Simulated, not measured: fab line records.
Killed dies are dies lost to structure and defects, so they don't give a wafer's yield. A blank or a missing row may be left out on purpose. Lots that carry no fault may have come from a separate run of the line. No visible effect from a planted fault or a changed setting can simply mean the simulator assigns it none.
The tool behind it: which one? + flow n5_finfet + 72 wafers from 24 lots sampled at 6 of the route's 1938 steps

## WHAT EACH GAUGE READ, for each wafer
N5_PMOS_HMC_CHANNEL_EPI_OVL_MEAS_10.
| lot  | measured    | on         | PMOS_HMC_BLK_OVL (nm) |
|------|-------------|------------|-----------------------|
| L074 | day 1 18:51 | overlay-01 | 0.4 -0.8 -0.4         |
| L075 | day 1 23:28 | overlay-02 | 0.6 0.4 0.0           |
| L076 | day 2 05:11 | overlay-02 | -0.7 0.0 -0.5         |
| L077 | day 2 11:29 | overlay-02 | -0.4 -1.2 -1.1        |
| L078 | day 2 18:18 | overlay-02 | -1.2 -0.4 -1.2        |
| L079 | day 2 23:47 | overlay-02 | 0.1 -0.3 -0.4         |
| L080 | day 3 05:35 | overlay-01 | -0.9 -0.1 -1.4        |
| L081 | day 3 11:09 | overlay-02 | 0.8 1.3 1.3           |
| L082 | day 3 17:46 | overlay-02 | 0.0 -0.2 0.2          |
| L083 | day 3 23:40 | overlay-02 | 0.8 0.2 -0.7          |
| L084 | day 4 06:04 | overlay-02 | -1.0 -0.2 -2.2        |
| L085 | day 4 11:54 | overlay-01 | -0.1 -1.9 -0.8        |
| L086 | day 4 17:37 | overlay-02 | -0.2 0.0 -0.7         |
| L087 | day 4 23:51 | overlay-02 | -0.6 -1.2 -1.2        |
| L088 | day 5 06:22 | overlay-01 | 0.4 0.9 1.0           |
| L089 | day 5 12:37 | overlay-01 | -0.5 -0.4 -1.7        |
| L090 | day 5 18:10 | overlay-02 | -1.0 -0.9 -0.3        |
| L091 | day 5 23:21 | overlay-01 | -0.2 -0.2 -0.1        |
| L092 | day 6 06:58 | overlay-02 | 0.2 0.4 0.2           |
| L093 | day 6 11:13 | overlay-02 | 0.5 -0.3 0.8          |
| L094 | day 6 17:09 | overlay-01 | -0.8 -0.6 -0.5        |
| L095 | day 6 23:53 | overlay-02 | -0.2 0.0 0.7          |
| L096 | day 7 05:46 | overlay-01 | -1.2 -0.3 0.3         |
| L097 | day 7 11:53 | overlay-02 | 0.0 -0.6 -0.1         |

N5_PMOS_HMC_CHANNEL_EPI_THK_MEAS_22.
| lot  | measured    | on            | HMC_CMP_THK (nm) |
|------|-------------|---------------|------------------|
| L074 | day 1 21:29 | film_metro-02 | 54.4 54.1 55.2   |
| L075 | day 2 02:11 | film_metro-02 | 53.6 52.8 53.4   |
| L076 | day 2 08:29 | film_metro-02 | 53.3 53.8 54.6   |
| L077 | day 2 14:48 | film_metro-01 | 53.4 52.9 54.1   |
| L078 | day 2 21:09 | film_metro-01 | 54.6 54.6 54.4   |
| L079 | day 3 02:55 | film_metro-02 | 54.2 53.4 54.3   |
| L080 | day 3 07:55 | film_metro-01 | 53.3 54.0 54.2   |
| L081 | day 3 14:24 | film_metro-01 | 53.5 54.2 53.8   |
| L082 | day 3 21:01 | film_metro-01 | 53.7 54.9 53.3   |
| L083 | day 4 02:09 | film_metro-02 | 54.6 53.4 54.7   |
| L084 | day 4 10:07 | film_metro-02 | 54.0 55.2 54.0   |
| L085 | day 4 14:13 | film_metro-02 | 53.7 54.0 53.5   |
| L086 | day 4 20:28 | film_metro-01 | 53.3 53.7 54.4   |
| L087 | day 5 02:10 | film_metro-02 | 52.5 54.1 53.0   |
| L088 | day 5 09:37 | film_metro-02 | 54.1 53.6 54.4   |
| L089 | day 5 15:33 | film_metro-01 | 55.0 53.4 54.3   |
| L090 | day 5 20:29 | film_metro-01 | 54.0 53.9 53.7   |
| L091 | day 6 01:59 | film_metro-02 | 54.7 54.5 53.6   |
| L092 | day 6 09:49 | film_metro-02 | 53.4 53.5 54.6   |
| L093 | day 6 13:38 | film_metro-02 | 53.4 53.6 54.7   |
| L094 | day 6 19:29 | film_metro-01 | 53.9 54.1 54.4   |
| L095 | day 7 02:19 | film_metro-01 | 54.7 52.8 53.6   |
| L096 | day 7 08:52 | film_metro-01 | 53.7 53.4 54.5   |
| L097 | day 7 14:13 | film_metro-02 | 55.1 53.4 53.8   |

N5_FIN_SAQP_OCD_MEAS_76.
| lot  | measured    | on     | trench_depth_nm (nm) |
|------|-------------|--------|----------------------|
| L074 | day 2 03:46 | ocd-02 | 120.0 118.0 118.4    |
| L075 | day 2 08:40 | ocd-02 | 118.2 121.0 122.1    |
| L076 | day 2 14:44 | ocd-02 | 117.7 118.9 120.1    |
| L077 | day 2 21:54 | ocd-01 | 120.8 119.9 119.6    |
| L078 | day 3 03:23 | ocd-01 | 118.1 119.8 118.8    |
| L079 | day 3 09:31 | ocd-01 | 117.9 121.6 120.9    |
| L080 | day 3 14:25 | ocd-01 | 120.0 120.5 120.1    |
| L081 | day 3 21:02 | ocd-01 | 120.2 119.1 117.3    |
| L082 | day 4 03:40 | ocd-02 | 120.2 117.8 120.0    |
| L083 | day 4 09:08 | ocd-01 | 118.9 118.5 121.0    |
| L084 | day 4 17:49 | ocd-02 | 121.7 122.4 118.5    |
| L085 | day 4 20:49 | ocd-01 | 120.6 120.0 117.9    |
| L086 | day 5 03:43 | ocd-01 | 115.6 119.9 116.8    |
| L087 | day 5 09:16 | ocd-01 | 118.7 123.6 119.5    |
| L088 | day 5 16:56 | ocd-01 | 119.8 119.4 121.4    |
| L089 | day 5 23:29 | ocd-01 | 120.9 121.7 120.3    |
| L090 | day 6 04:46 | ocd-02 | 118.8 120.3 121.7    |
| L091 | day 6 09:48 | ocd-01 | 121.3 119.3 120.3    |
| L092 | day 6 17:01 | ocd-01 | 121.7 118.1 122.0    |
| L093 | day 6 20:31 | ocd-01 | 121.4 119.3 117.2    |
| L094 | day 7 02:16 | ocd-01 | 121.2 117.2 118.2    |
| L095 | day 7 09:06 | ocd-02 | 116.5 119.5 120.7    |
| L096 | day 7 15:51 | ocd-02 | 118.3 124.6 124.3    |
| L097 | day 7 20:55 | ocd-01 | 118.8 121.9 123.4    |

## WHICH TOOL RAN EACH LOT (tool, then ch and the chambers of the sampled wafers, then the start)
| lot  | N5_PMOS_HMC_CHANNEL_EPI_EPI_26 | N5_FIN_SAQP_HM_DEP_03          | N5_FIN_SAQP_HM_OPEN_73            |
|------|--------------------------------|--------------------------------|-----------------------------------|
| L074 | epi_rpcvd-04 ch 0, day 1 21:44 | pecvd-01 ch 0,1, day 1 22:36   | rie_diel-01 ch 1,2, day 1 23:45   |
| L075 | epi_rpcvd-01 ch 0, day 2 02:18 | pecvd-04 ch 0,1, day 2 03:38   | rie_diel-02 ch 2,3, day 2 04:46   |
| L076 | epi_rpcvd-03 ch 0, day 2 08:42 | pecvd-02 ch 0,1, day 2 09:31   | rie_diel-02 ch 2,3, day 2 10:35   |
| L077 | epi_rpcvd-03 ch 0, day 2 14:55 | pecvd-04 ch 0,1, day 2 15:55   | rie_diel-04 ch 2,3, day 2 17:10   |
| L078 | epi_rpcvd-03 ch 0, day 2 21:24 | pecvd-01 ch 0,1,2, day 2 22:16 | rie_diel-04 ch 1,3, day 2 23:25   |
| L079 | epi_rpcvd-01 ch 0, day 3 03:04 | pecvd-02 ch 0,1, day 3 03:57   | rie_diel-04 ch 1,3, day 3 04:58   |
| L080 | epi_rpcvd-01 ch 0, day 3 08:02 | pecvd-01 ch 0,1,2, day 3 09:01 | rie_diel-04 ch 1,2,3, day 3 09:59 |
| L081 | epi_rpcvd-01 ch 0, day 3 14:31 | pecvd-04 ch 0,1,2, day 3 15:45 | rie_diel-01 ch 1,2,3, day 3 16:50 |
| L082 | epi_rpcvd-01 ch 0, day 3 21:19 | pecvd-01 ch 0,1,2, day 3 22:12 | rie_diel-04 ch 0,1,3, day 3 23:15 |
| L083 | epi_rpcvd-03 ch 0, day 4 02:26 | pecvd-04 ch 1,2, day 4 03:28   | rie_diel-04 ch 0,2,3, day 4 04:36 |
| L084 | epi_rpcvd-01 ch 0, day 4 10:17 | pecvd-02 ch 0,2, day 4 11:56   | rie_diel-04 ch 0,3, day 4 13:14   |
| L085 | epi_rpcvd-03 ch 0, day 4 14:23 | pecvd-02 ch 0,1,2, day 4 15:29 | rie_diel-04 ch 0,1, day 4 16:33   |
| L086 | epi_rpcvd-01 ch 0, day 4 20:34 | pecvd-04 ch 0,1,2, day 4 21:51 | rie_diel-02 ch 0,2,3, day 4 22:58 |
| L087 | epi_rpcvd-04 ch 0, day 5 02:17 | pecvd-04 ch 0,2, day 5 03:23   | rie_diel-02 ch 0,1,2, day 5 04:32 |
| L088 | epi_rpcvd-03 ch 0, day 5 09:44 | pecvd-02 ch 0,1,2, day 5 10:39 | rie_diel-01 ch 0,2,3, day 5 11:43 |
| L089 | epi_rpcvd-01 ch 0, day 5 15:47 | pecvd-02 ch 0,1,2, day 5 17:05 | rie_diel-01 ch 0,3, day 5 18:10   |
| L090 | epi_rpcvd-03 ch 0, day 5 20:38 | pecvd-01 ch 2, day 5 21:30     | rie_diel-01 ch 2,3, day 5 22:55   |
| L091 | epi_rpcvd-03 ch 0, day 6 02:08 | pecvd-01 ch 0,1,2, day 6 03:00 | rie_diel-04 ch 1,3, day 6 04:55   |
| L092 | epi_rpcvd-03 ch 0, day 6 09:56 | pecvd-01 ch 1,2, day 6 10:51   | rie_diel-04 ch 1,2,3, day 6 12:14 |
| L093 | epi_rpcvd-03 ch 0, day 6 13:47 | pecvd-01 ch 0,2, day 6 15:01   | rie_diel-02 ch 1,3, day 6 16:11   |
| L094 | epi_rpcvd-01 ch 0, day 6 19:44 | pecvd-04 ch 0,1, day 6 20:42   | rie_diel-01 ch 1,2,3, day 6 21:51 |
| L095 | epi_rpcvd-01 ch 0, day 7 02:32 | pecvd-02 ch 1,2, day 7 03:48   | rie_diel-01 ch 1,2,3, day 7 05:02 |
| L096 | epi_rpcvd-01 ch 0, day 7 09:02 | pecvd-04 ch 0,1, day 7 10:11   | rie_diel-04 ch 0,1,2, day 7 11:20 |
| L097 | epi_rpcvd-03 ch 0, day 7 14:23 | pecvd-04 ch 0,1, day 7 15:26   | rie_diel-01 ch 1,2,3, day 7 16:27 |
- N5_PMOS_HMC_CHANNEL_EPI_EPI_26: deposits Si from SiH4/H2, target thk 3.8 nm, time 22.7 s.
- N5_FIN_SAQP_HM_DEP_03: deposits SiNx from SiH4/NH3/N2, target thk 38 nm, time 33.6 s.
- N5_FIN_SAQP_HM_OPEN_73: chemistry CHF3/O2, target SiO2, stops on a-Si, target depth 12 nm, time 16.8 s.

## AS READ BY THE TOOLS THEMSELVES (means over the sampled wafers that have a number; for cases with no such wafer, the mark the record gives instead)
N5_PMOS_HMC_CHANNEL_EPI_EPI_26.
| lot  | tool         | throttle_valve_pct (%) |
|------|--------------|------------------------|
| L074 | epi_rpcvd-04 | 11.29                  |
| L075 | epi_rpcvd-01 | 11.17                  |
| L076 | epi_rpcvd-03 | 11.19                  |
| L077 | epi_rpcvd-03 | 11.58                  |
| L078 | epi_rpcvd-03 | 11.50                  |
| L079 | epi_rpcvd-01 | 11.24                  |
| L080 | epi_rpcvd-01 | 11.31                  |
| L081 | epi_rpcvd-01 | 11.19                  |
| L082 | epi_rpcvd-01 | 11.16                  |
| L083 | epi_rpcvd-03 | 11.56                  |
| L084 | epi_rpcvd-01 | 11.03                  |
| L085 | epi_rpcvd-03 | 11.55                  |
| L086 | epi_rpcvd-01 | 11.20                  |
| L087 | epi_rpcvd-04 | 11.29                  |
| L088 | epi_rpcvd-03 | 11.43                  |
| L089 | epi_rpcvd-01 | 11.10                  |
| L090 | epi_rpcvd-03 | 11.30                  |
| L091 | epi_rpcvd-03 | 11.46                  |
| L092 | epi_rpcvd-03 | 11.48                  |
| L093 | epi_rpcvd-03 | 11.54                  |
| L094 | epi_rpcvd-01 | 11.19                  |
| L095 | epi_rpcvd-01 | 11.23                  |
| L096 | epi_rpcvd-01 | 11.19                  |
| L097 | epi_rpcvd-03 | 11.48                  |

N5_FIN_SAQP_HM_DEP_03.
| lot  | tool     | heater_power_w (W) | showerhead_plenum_p_Torr (Torr) | throttle_valve_pct (%) |
|------|----------|--------------------|---------------------------------|------------------------|
| L074 | pecvd-01 | 759                | 5.16                            | 39.9                   |
| L075 | pecvd-04 | 849                | 5.20                            | 39.8                   |
| L076 | pecvd-02 | 648                | 5.06                            | 40.5                   |
| L077 | pecvd-04 | 722                | 5.23                            | 38.7                   |
| L078 | pecvd-01 | 767                | 5.16                            | 39.2                   |
| L079 | pecvd-02 | 637                | 5.05                            | 40.5                   |
| L080 | pecvd-01 | 758                | 5.16                            | 39.3                   |
| L081 | pecvd-04 | 782                | 5.21                            | 38.1                   |
| L082 | pecvd-01 | 814                | 5.15                            | 39.3                   |
| L083 | pecvd-04 | 829                | 5.18                            | 37.9                   |
| L084 | pecvd-02 | 747                | 5.18                            | 37.2                   |
| L085 | pecvd-02 | 627                | 5.11                            | 38.8                   |
| L086 | pecvd-04 | 780                | 5.21                            | 38.3                   |
| L087 | pecvd-04 | 706                | 5.24                            | 37.2                   |
| L088 | pecvd-02 | 675                | 5.12                            | 39.1                   |
| L089 | pecvd-02 | 666                | 5.13                            | 38.7                   |
| L090 | pecvd-01 | 787                | 5.15                            | 36.7                   |
| L091 | pecvd-01 | 787                | 5.16                            | 39.4                   |
| L092 | pecvd-01 | 868                | 5.15                            | 40.4                   |
| L093 | pecvd-01 | 691                | 5.19                            | 38.4                   |
| L094 | pecvd-04 | 811                | 5.21                            | 39.9                   |
| L095 | pecvd-02 | 747                | 5.16                            | 36.7                   |
| L096 | pecvd-04 | 820                | 5.25                            | 38.6                   |
| L097 | pecvd-04 | 887                | 5.22                            | 39.9                   |

N5_FIN_SAQP_HM_OPEN_73.
| lot  | tool        | bias_w (W) | drypump_motor_current_A (A) | mfc_ar_sccm (sccm) | oes_ar_750_au (a.u.) | oes_product_au (a.u.) | rf_vpp_V (V) | showerhead_plenum_p_Torr (Torr) | throttle_valve_pct (%) |
|------|-------------|------------|-----------------------------|--------------------|----------------------|-----------------------|--------------|---------------------------------|------------------------|
| L074 | rie_diel-01 | 169.9      | 5.4                         | 199.7              | 0.78                 | 0.47                  | 530          | 2.40                            | 18.81                  |
| L075 | rie_diel-02 | 170.0      | 5.8                         | 200.4              | 0.78                 | 0.47                  | 526          | 2.49                            | 18.76                  |
| L076 | rie_diel-02 | 170.1      | 5.8                         | 200.3              | 0.77                 | 0.46                  | 527          | 2.49                            | 18.76                  |
| L077 | rie_diel-04 | 170.3      | 5.2                         | 200.0              | 0.93                 | 0.57                  | 532          | 2.48                            | 18.70                  |
| L078 | rie_diel-04 | 169.6      | 5.5                         | 199.9              | 0.87                 | 0.52                  | 527          | 2.43                            | 18.78                  |
| L079 | rie_diel-04 | 169.7      | 5.5                         | 199.5              | 0.87                 | 0.52                  | 528          | 2.43                            | 18.80                  |
| L080 | rie_diel-04 | 170.2      | 5.2                         | 200.8              | 0.88                 | 0.53                  | 527          | 2.42                            | 18.69                  |
| L081 | rie_diel-01 | 170.0      | 5.6                         | 199.1              | 0.77                 | 0.46                  | 530          | 2.36                            | 18.82                  |
| L082 | rie_diel-04 | 170.2      | 5.7                         | 199.6              | 0.88                 | 0.53                  | 525          | 2.39                            | 18.76                  |
| L083 | rie_diel-04 | 170.5      | 5.4                         | 200.2              | 0.91                 | 0.54                  | 529          | 2.44                            | 18.70                  |
| L084 | rie_diel-04 | 169.4      | 5.9                         | 199.1              | 0.90                 | 0.54                  | 529          | 2.41                            | 18.78                  |
| L085 | rie_diel-04 | 170.1      | 5.7                         | 200.6              | 0.83                 | 0.49                  | 520          | 2.34                            | 18.74                  |
| L086 | rie_diel-02 | 170.7      | 5.6                         | 200.3              | 0.82                 | 0.48                  | 523          | 2.45                            | 18.79                  |
| L087 | rie_diel-02 | 169.7      | 5.7                         | 200.3              | 0.82                 | 0.49                  | 514          | 2.38                            | 18.91                  |
| L088 | rie_diel-01 | 169.8      | 6.0                         | 199.7              | 0.82                 | 0.49                  | 525          | 2.38                            | 18.75                  |
| L089 | rie_diel-01 | 170.3      | 6.2                         | 198.9              | 0.85                 | 0.51                  | 518          | 2.35                            | 18.75                  |
| L090 | rie_diel-01 | 169.7      | 5.8                         | 199.1              | 0.78                 | 0.47                  | 535          | 2.40                            | 18.76                  |
| L091 | rie_diel-04 | 170.2      | 5.4                         | 200.0              | 0.82                 | 0.49                  | 521          | 2.37                            | 18.79                  |
| L092 | rie_diel-04 | 170.1      | 5.2                         | 200.4              | 0.86                 | 0.51                  | 527          | 2.42                            | 18.69                  |
| L093 | rie_diel-02 | 169.9      | 6.1                         | 200.2              | 0.77                 | 0.46                  | 524          | 2.39                            | 18.76                  |
| L094 | rie_diel-01 | 170.2      | 5.6                         | 199.3              | 0.74                 | 0.45                  | 530          | 2.35                            | 18.87                  |
| L095 | rie_diel-01 | 169.7      | 5.6                         | 200.1              | 0.74                 | 0.45                  | 530          | 2.35                            | 18.87                  |
| L096 | rie_diel-04 | 169.8      | 5.4                         | 199.2              | 0.85                 | 0.51                  | 524          | 2.38                            | 18.68                  |
| L097 | rie_diel-01 | 170.4      | 5.6                         | 199.9              | 0.74                 | 0.45                  | 530          | 2.35                            | 18.89                  |

## THE ANSWER, worked out from the rows above alone
Rule: usual is defined by the lots themselves. The widest of any qualifying gaps counts: lots, ordered by their means at a reading, are off when they make up no more than a third of the lots, leave a main group of 4 or more, and stand apart from it by 3 or more times the standard deviation of that group's means. A main group is skipped when, at the precision printed for the reading in the tables above, its means are all equal. A lot without any number at a reading at which 4 lots or more have one is off too. Where the step has rows for the other lots, those lots are counted as sound. Order of review: gauges by route order, followed by the tools' own readings, for which a lot's mean as printed above is used. At the first step where some lot is off, the reading lying furthest off is the one used; lots without a number count as furthest.
No lot is off on any of the readings shown, so nothing can be concluded from this.

## WHAT THE SIMULATOR HAD PUT IN
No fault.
